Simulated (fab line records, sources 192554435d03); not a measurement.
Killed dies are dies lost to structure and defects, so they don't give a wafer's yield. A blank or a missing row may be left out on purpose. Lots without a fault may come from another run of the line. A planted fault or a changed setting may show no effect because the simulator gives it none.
fab line records | flow n5_finfet
record lots=7 wafers=39
route steps=1938 shown BEOL_M11@1578 BEOL_M14@1770
start_h: hours from the record's first day to the start of the lot's first wafer shown | wait_h: hours since the lot's step before | " the same as in the row above | L1.1+2: a row that stands for several wafers | - no value, or no start given | * or withheld: withheld | < > ~ a bound
route shown NAME@n: a module of which the file shows steps, and the number in the route of the first | usual: mean/standard deviation of fault-free wafers | same: alike in all rows | chamber/n: place in a boat | sites: the reading at each site | _std_site: their standard deviation | _edge_site: outer sites' mean less inner sites' | radius_mm: how far each site lies from the wafer's centre | mask NAME#n: copy n | behind: the tool/chamber that last shaped the wafer | hold: why the lot was held/for how many hours/how that ended | device: the transistor (n, p or np) that didn't switch | end of line: the same wafers' tests at the end of the route | a step without rows: its recipe alone | killed: dies lost to structure and defects at the first sort, not the wafer's yield | map: a wafer's dies, x killed, . not, _ none there
set.NAME: the setting as run; set.NAME@STEP: as run at that earlier step | model.NAME: the simulator's own value behind a step, which no gauge read
lots whose settings were changed on purpose; a table a step, a row a wafer
## steps
# step N5_BEOL_M11_TRENCH_ETCH_37
# recipe chemistry=C4F6/O2 target_depth_a=1488.3 target=SiCOH_lowk time_s=48 ion_energy_ev=250 pressure_mtorr=30 source_w=345 bias_w=185 Ar_flow_sccm=300 C4F6_flow_sccm=10 O2_flow_sccm=10
# columns lot.wafer tool chamber start_h wait_h set.target_depth_a model.etch.depth_nm model.BEOL_M11.feature_depth_nm model.TiN_of_BEOL_M11_HM_DEP_02.thk_nm
L077.1 rie_diel-01 3 - - 1488.3 153 153 15.8
L077.2 " 1 " " 2350 239.8 239.8 13.4
L077.3 " 2 " " 2350 234.6 234.6 13.6
L077.4 " 0 " " 1488.3 152.3 152.4 15.8
L077.5 " 0 " " 1488.3 151.9 151.8 15.6
L077.6 " 1 " " 2350 238.3 238.4 13.6
L080.1 rie_diel-03 3 - - 1488.3 147.6 147.6 16.2
L080.2 " 0 " " 1488.3 147.5 147.6 15.8
L080.3 " 1 " " 1488.3 149.6 149.6 16
L080.4 " 0 " " 1488.3 147.1 147.2 16
L080.5 " 3 " " 1488.3 147.3 147.4 16
L080.6 " 1 " " 1488.3 150.1 150 16
L081.1 rie_diel-01 2 - - 1488.3 148.4 148.4 16
L081.2 " 1 " " 1488.3 152 152 15.8
L081.3 " 0 " " 1488.3 152.9 153 16
L081.4 " 3 " " 1488.3 154 154 15.8
L081.5 " 1 " " 1488.3 152 152 16
L081.6 " 0 " " 1488.3 152.5 152.4 15.8
L083.1 rie_diel-05 1 - - 1488.3 154.1 154 16
L083.2 " 3 " " 1997 201.7 201.6 15
L083.3 " 0 " " 1488.3 152.3 152.4 16.2
L083.4 " 2 " " 1997 199.4 199.4 14.8
L083.5 " 0 " " 1997 203.6 203.6 14.8
L083.6 " 3 " " 1488.3 150.2 150.2 16.2
L087.1 rie_diel-05 1 - - 1488.3 152.8 152.8 16
L087.2 " 0 " " 912 92.73 92.8 17.6
L087.3 " 2 " " 912 89.33 89.4 17.6
L087.4 " 3 " " 1488.3 149.8 149.8 16.2
L087.5 " 0 " " 912 92.09 92 17.6
L087.6 " 3 " " 1488.3 150 150 15.8
L096.1 rie_diel-03 2 - - 1488.3 147.7 147.8 15.8
L096.2 " 3 " " 1488.3 146.9 146.8 15.8
L096.3 " 1 " " 1488.3 148.2 148.2 16
L096.4 " 0 " " 1488.3 153.8 153.8 15.6
L096.5 " 2 " " 1488.3 147.6 147.6 15.8
L096.6 " 1 " " 1488.3 149.6 149.6 15.8
L097.2 rie_diel-03 1 - - 1488.3 148.7 148.6 16.2
L097.3 " 0 " " 1488.3 154.9 155 16
L097.5 " 2 " " 1488.3 147.6 147.6 16
# step N5_BEOL_M11_ETCH_41
# recipe chemistry=CH3F/O2 target=SiCN target_depth_a=426 taper_deg=2 time_s=86 ion_energy_ev=120 mask_material=TiN pressure_mtorr=30 source_w=395 bias_w=75 Ar_flow_sccm=150 CH3F_flow_sccm=30 O2_flow_sccm=20
# step N5_BEOL_M11_STRIP_77
# recipe chemistry=N2/H2 time_s=10 power_w=450 temp_c=40 pressure_mtorr=20 rf_frequency_hz=6e+07 bias_power_w=7 n2_flow_sccm=200 h2_flow_sccm=200
# step N5_BEOL_M11_OCD_MEAS_38
# usual trench_depth_nm=149.9/2.5
# columns lot.wafer tool chamber start_h wait_h set.target_depth_a@BEOL_M11_TRENCH_ETCH_37 trench_depth_nm
L077.1 ocd-01 - 231.39 - 1488.3 152.6
L077.2 " - " " 2350 240.3
L077.3 " - " " 2350 235.0
L077.4 " - " " 1488.3 151.8
L077.5 " - " " 1488.3 151.4
L077.6 " - " " 2350 238.3
L080.1 ocd-01 - 260.10 - 1488.3 148.3
L080.2 " - " " 1488.3 147.1
L080.3 " - " " 1488.3 150.1
L080.4 " - " " 1488.3 147.0
L080.5 " - " " 1488.3 147.4
L080.6 " - " " 1488.3 150.5
L081.1 ocd-02 - 268.38 - 1488.3 148.4
L081.2 " - " " 1488.3 152.1
L081.3 " - " " 1488.3 153.2
L081.4 " - " " 1488.3 154.4
L081.5 " - " " 1488.3 152.1
L081.6 " - " " 1488.3 152.6
L083.1 ocd-01 - 272.20 - 1488.3 153.6
L083.2 " - " " 1997 202.1
L083.3 " - " " 1488.3 152.7
L083.4 " - " " 1997 199.1
L083.5 " - " " 1997 203.6
L083.6 " - " " 1488.3 150.4
L087.1 ocd-01 - 303.19 - 1488.3 152.8
L087.2 " - " " 912 92.7
L087.3 " - " " 912 89.9
L087.4 " - " " 1488.3 149.6
L087.5 " - " " 912 92.0
L087.6 " - " " 1488.3 150.3
L096.1 ocd-01 - 359.24 - 1488.3 148.1
L096.2 " - " " 1488.3 146.7
L096.3 " - " " 1488.3 148.2
L096.4 " - " " 1488.3 154.0
L096.5 " - " " 1488.3 147.5
L096.6 " - " " 1488.3 149.9
L097.2 ocd-02 - 362.08 - 1488.3 148.8
L097.3 " - " " 1488.3 155.2
L097.5 " - " " 1488.3 147.2
# step N5_BEOL_M11_HM_STRIP_39
# recipe chemistry=peroxide_tin_strip material=TiN target_depth_a=250 temp_c=50 time_s=158
# step N5_BEOL_M11_SRD_40
# recipe time_s=30 temp_c=23 rinse_liquid=diw dry=ipa_marangoni
# step N5_BEOL_M11_ECD_50
# recipe material=Cu target_thk_a=3180
# step N5_BEOL_M11_ANNEAL_51
# recipe temp_c=225 time_s=90 ambient=N2
# step N5_BEOL_M11_CMP_52
# recipe stop_on=SiCOH_lowk t_overpolish_s=7 down_force_psi=1 platen_rpm=50 clearing_platen_down_force_psi=1.5 clearing_platen_rpm=50 post_cmp_clean=cu_alkaline target_thk_nm=140 clearing_platen_pad_velocity_m_s=0.99484 pad_velocity_m_s=0.99484
# columns lot.wafer tool chamber start_h wait_h set.target_depth_a@BEOL_M11_TRENCH_ETCH_37 model.Cu_of_BEOL_M11_ECD_50.thk_nm
L077.2 cmp-04 2 234.26 0.2 2350 232.6
L077.1 " 3 " " 1488.3 145.6
L077.3 " 0 " " 2350 225.6
L077.4 " 1 " " 1488.3 143.2
L077.6 " 2 " " 2350 229.6
L077.5 " 3 " " 1488.3 142.8
L080.3 cmp-04 1 264.14 0.3 1488.3 140
L080.2 " 2 " " 1488.3 139.8
L080.1 " 3 " " 1488.3 139.2
L080.4 " 0 " " 1488.3 138
L080.6 " 1 " " 1488.3 142.4
L080.5 " 2 " " 1488.3 140.4
L081.1 cmp-04 0 270.17 0.3 1488.3 140
L081.4+3 " 1,2 " " 1488.3 144.4
L081.2 " 3 " " 1488.3 144
L081.5+6 " 0,1 " " 1488.3 142.6
L083.3 cmp-01 3 274.15 0.2 1488.3 143.6
L083.2 " 0 " " 1997 192.8
L083.1 " 1 " " 1488.3 145.2
L083.4 " 2 " " 1997 189.8
L083.6 " 3 " " 1488.3 142
L083.5 " 0 " " 1997 195.2
L087.2 cmp-02 1 306.52 0.2 912 84
L087.4 " 2 " " 1488.3 141
L087.3 " 3 " " 912 80.2
L087.1 " 0 " " 1488.3 143
L087.5 " 1 " " 912 82.8
L087.6 " 2 " " 1488.3 140
L096.2 cmp-01 0 361.30 0.2 1488.3 140.6
L096.4 " 1 " " 1488.3 144.8
L096.1 " 2 " " 1488.3 138.6
L096.3 " 3 " " 1488.3 139.6
L096.6 " 0 " " 1488.3 141.6
L096.5 " 1 " " 1488.3 140.2
L097.2 cmp-04 2 364.38 0.3 1488.3 140.8
L097.3 " 3 " " 1488.3 147
L097.5 " 0 " " 1488.3 139.2
# step N5_BEOL_M11_THK_MEAS_53
# recipe thk_meas_gauge=xrf reads=Cu_of_BEOL_M11_ECD_50
# usual M11_THK=137.7/2.6
# columns lot.wafer tool chamber start_h wait_h set.target_depth_a@BEOL_M11_TRENCH_ETCH_37 M11_THK[nm]
L077.1 film_metro-02 - 234.56 - 1488.3 141.4
L077.2 " - " " 2350 226.3
L077.3 " - " " 2350 218.9
L077.4 " - " " 1488.3 139.2
L077.5 " - " " 1488.3 139.4
L077.6 " - " " 2350 222.9
L080.1 film_metro-02 - 264.43 - 1488.3 135.7
L080.2 " - " " 1488.3 136.4
L080.3 " - " " 1488.3 136.4
L080.4 " - " " 1488.3 134.8
L080.5 " - " " 1488.3 137.3
L080.6 " - " " 1488.3 139.0
L081.1 film_metro-02 - 270.46 - 1488.3 136.7
L081.2 " - " " 1488.3 140.4
L081.3 " - " " 1488.3 140.7
L081.4 " - " " 1488.3 140.5
L081.5 " - " " 1488.3 138.5
L081.6 " - " " 1488.3 139.5
L083.1 film_metro-01 - 274.44 - 1488.3 142.5
L083.2 " - " " 1997 189.9
L083.3 " - " " 1488.3 141.8
L083.4 " - " " 1997 186.9
L083.5 " - " " 1997 192.7
L083.6 " - " " 1488.3 139.7
L087.1 film_metro-02 - 306.81 - 1488.3 140.0
L087.2 " - " " 912 81.9
L087.3 " - " " 912 78.3
L087.4 " - " " 1488.3 137.5
L087.5 " - " " 912 80.8
L087.6 " - " " 1488.3 136.0
L096.1 film_metro-01 - 361.60 - 1488.3 136.4
L096.2 " - " " 1488.3 137.7
L096.3 " - " " 1488.3 136.8
L096.4 " - " " 1488.3 142.1
L096.5 " - " " 1488.3 137.4
L096.6 " - " " 1488.3 138.5
L097.2 film_metro-02 - 364.60 - 1488.3 136.5
L097.3 " - " " 1488.3 142.5
L097.5 " - " " 1488.3 135.3
# step N5_BEOL_M11_PRE_CLEAN_55
# recipe gas=NH3 time_s=15 temp_c=withheld rf_power_w=300
# step N5_BEOL_M11_DEP_56
# recipe material=SiCN target_thk_a=300 temp_c=withheld precursor=3MS/NH3 pressure_torr=3 rf_w=675 time_s=10.5
# step N5_BEOL_M11_RS_MEAS_57
# recipe thk_meas_gauge=four-point-probe reads=Cu_of_BEOL_M11_ECD_50+Co_of_BEOL_M11_CVD_75+TaN_of_BEOL_M11_ALD_74
# usual M11_RS=0.1496/0.003
# columns lot.wafer tool chamber start_h wait_h set.target_depth_a@BEOL_M11_TRENCH_ETCH_37 M11_RS[ohm/sq]
L077.1 film_metro-02 - 234.68 0.0 1488.3 0.1448
L077.2 " - " " 2350 0.0872
L077.3 " - " " 2350 0.0900
L077.4 " - " " 1488.3 0.1474
L077.5 " - " " 1488.3 0.1475
L077.6 " - " " 2350 0.0883
L080.1 film_metro-02 - 264.56 0.0 1488.3 0.1517
L080.2 " - " " 1488.3 0.1511
L080.3 " - " " 1488.3 0.1511
L080.4 " - " " 1488.3 0.1534
L080.5 " - " " 1488.3 0.1503
L080.6 " - " " 1488.3 0.1482
L081.1 film_metro-02 - 270.59 0.0 1488.3 0.1511
L081.2 " - " " 1488.3 0.1463
L081.3 " - " " 1488.3 0.1456
L081.4 " - " " 1488.3 0.1459
L081.5 " - " " 1488.3 0.1476
L081.6 " - " " 1488.3 0.1476
L083.1 film_metro-01 - 274.56 0.0 1488.3 0.1444
L083.2 " - " " 1997 0.1060
L083.3 " - " " 1488.3 0.1462
L083.4 " - " " 1997 0.1081
L083.5 " - " " 1997 0.1047
L083.6 " - " " 1488.3 0.1485
L087.1 film_metro-01 - 306.94 0.0 1488.3 0.1471
L087.2 " - " " 912 0.2691
L087.3 " - " " 912 0.2832
L087.4 " - " " 1488.3 0.1492
L087.5 " - " " 912 0.2727
L087.6 " - " " 1488.3 0.1507
L096.1 film_metro-01 - 361.73 0.0 1488.3 0.1523
L096.2 " - " " 1488.3 0.1499
L096.3 " - " " 1488.3 0.1509
L096.4 " - " " 1488.3 0.1452
L096.5 " - " " 1488.3 0.1502
L096.6 " - " " 1488.3 0.1489
L097.2 film_metro-02 - 364.72 0.0 1488.3 0.1503
L097.3 " - " " 1488.3 0.1431
L097.5 " - " " 1488.3 0.1518
# step N5_BEOL_M14_DEP_53
# recipe material=SiCN target_thk_a=500 temp_c=withheld precursor=3MS/NH3 pressure_torr=3 rf_w=675 time_s=17.8
# columns lot.wafer tool chamber start_h wait_h set.target_thk_a model.SiCN_of_BEOL_M14_DEP_53.thk_nm
L077.1 pecvd-04 1 256.10 0.0 500 49.6
L077.2 " 2 " " 607.7 61
L077.3 " 0 " " 500 50
L077.4+6 " 1,2 " " 607.7 61.6
L077.5 " 0 " " 500 50.8
L080.1 pecvd-03 1 282.95 0.0 500 50
L080.2 " 0 " " 500 50.4
L080.3+4+6 " 2,1,0 " " 402.1 41.2
L080.5 " 2 " " 500 51.4
L081.1+2 pecvd-03 2,1 289.83 0.0 375.2 37.4
L081.3 " 0 " " 500 49.8
L081.4+5 " 0,1 " " 500 50.2
L081.6 " 2 " " 375.2 38.2
L083.1+2 pecvd-03 0,1 291.87 0.0 500 50.2
L083.3 " 2 " " 500 50
L083.4+6 " 2,1 " " 500 51.4
L083.5 " 0 " " 500 51
L087.1+4 pecvd-04 0 325.98 0.0 254.5 25.8
L087.2 " 1 " " 500 50.2
L087.3 " 2 " " 500 49.4
L087.5 " 2 " " 254.5 26
L087.6 " 1 " " 500 50.8
L096.1 pecvd-02 1 381.01 0.0 369.7 36.6
L096.2 " 0 " " 369.7 36.4
L096.3 " 2 " " 500 49.6
L096.4 " 1 " " 500 50
L096.5 " 0 " " 369.7 37
L096.6 " 2 " " 500 50.4
L097.2+3 pecvd-04 2,1 383.63 0.0 500 49.8
L097.5 " 1 " " 500 50
## key
split step=N5_BEOL_M11_TRENCH_ETCH_37 setting=target_depth_a stated=1488.3 by=wafer
response step=N5_BEOL_M11_TRENCH_ETCH_37 reading=model.etch.depth_nm change=+1.48 per=1% r=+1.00
response step=N5_BEOL_M11_TRENCH_ETCH_37 reading=model.BEOL_M11.feature_depth_nm change=+1.48 per=1% r=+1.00
response step=N5_BEOL_M11_TRENCH_ETCH_37 reading=model.TiN_of_BEOL_M11_HM_DEP_02.thk_nm change=-0.0386 per=1% r=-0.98
response step=N5_BEOL_M11_OCD_MEAS_38 reading=trench_depth_nm change=+1.49 per=1% r=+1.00
response step=N5_BEOL_M11_CMP_52 reading=model.Cu_of_BEOL_M11_ECD_50.thk_nm change=+1.48 per=1% r=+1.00
response step=N5_BEOL_M11_THK_MEAS_53 reading=M11_THK change=+1.44 per=1% r=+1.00
response step=N5_BEOL_M11_RS_MEAS_57 reading=M11_RS shape=bent at_lowest=0.2750 at_stated=0.1486 at_highest=0.0885
split step=N5_BEOL_M14_DEP_53 setting=target_thk_a stated=500 by=wafer
response step=N5_BEOL_M14_DEP_53 reading=model.SiCN_of_BEOL_M14_DEP_53.thk_nm change=+0.499 per=1% r=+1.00
